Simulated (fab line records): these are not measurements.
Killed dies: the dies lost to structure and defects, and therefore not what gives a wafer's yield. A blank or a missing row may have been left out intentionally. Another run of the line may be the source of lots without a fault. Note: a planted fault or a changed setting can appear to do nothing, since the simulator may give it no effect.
Chamber matching	flow n5Finfet	4 sister chambers for N5_BEOL_M14_STRIP_37 on rieDiel-04
The step strips in O2. 20 wafers are shown with their chamber, then 10 later ones without.

## WAFERS, EACH WITH ITS CHAMBER
wafer	chamber	throttleValvePct (%)	drypumpMotorCurrentA (A)	showerheadPlenumPTorr (Torr)
L075.1	0	16.65	5.5	2.00
L075.3	1	16.60	6.1	2.05
L075.5	1	16.62	6.2	2.05
L077.1	0	16.71	5.5	1.99
L077.2	1	16.58	6.1	2.05
L077.3	3	16.97	5.6	2.05
L080.2	0	16.71	5.5	1.99
L080.4	1	16.61	6.1	2.05
L080.5	0	16.70	5.5	1.99
L081.1	3	17.00	5.6	2.05
L081.2	0	16.69	5.5	1.99
L081.3	2	16.39	5.8	2.04
L079.1	3	17.01	5.7	2.05
L079.4	3	16.99	5.7	2.05
L079.6	0	16.67	5.5	1.99
L087.2	1	16.66	6.1	2.04
L087.3	0	16.73	5.5	1.99
L087.4	3	17.05	5.7	2.04
L090.1	2	16.42	5.9	2.03
L090.2	0	16.76	5.5	1.98

SIGNATURES, as means of the wafers listed above
reading	chamber 0	chamber 1	chamber 2	chamber 3	scatter within a chamber
throttleValvePct	16.7025	16.6140	16.4050	17.0040	0.0313
drypumpMotorCurrentA	5.500	6.120	5.850	5.660	0.0395
showerheadPlenumPTorr	1.9900	2.0480	2.0350	2.0480	0.00506
Rule: a wafer lies at a distance from a chamber equal to the root of the sum of squares, over the readings, of (its reading less the chamber's mean, divided by the reading's scatter). The wafer belongs to the nearest chamber; if the next one is less than 2 further off, it can't be placed. The scatter: take each reading less its chamber's mean, square it, sum over the shown wafers, divide by the number of wafers less the number of chambers, and take the root.

## WAFERS MISSING THEIR CHAMBER
wafer	throttleValvePct (%)	drypumpMotorCurrentA (A)	showerheadPlenumPTorr (Torr)
L090.3	16.65	6.1	2.04
L091.2	17.05	5.6	2.04
L091.4	16.46	5.8	2.03
L091.5	17.02	5.7	2.04
L097.2	16.78	5.5	1.98
L097.3	16.67	6.1	2.04
L097.6	16.64	6.1	2.04
L096.2	17.11	5.6	2.04
L096.4	16.66	6.1	2.04
L096.6	16.44	5.9	2.03

## WHICH CHAMBER EACH WENT THROUGH
wafer	from the rows above	in truth
L090.3	1	1
L091.2	3	3
L091.4	2	2
L091.5	3	3
L097.2	0	0
L097.3	1	1
L097.6	1	1
L096.2	3	3
L096.4	1	1
L096.6	2	2
Placed correctly: 10 of 10. Not placeable from these rows: 0. Number placed wrongly: 0.
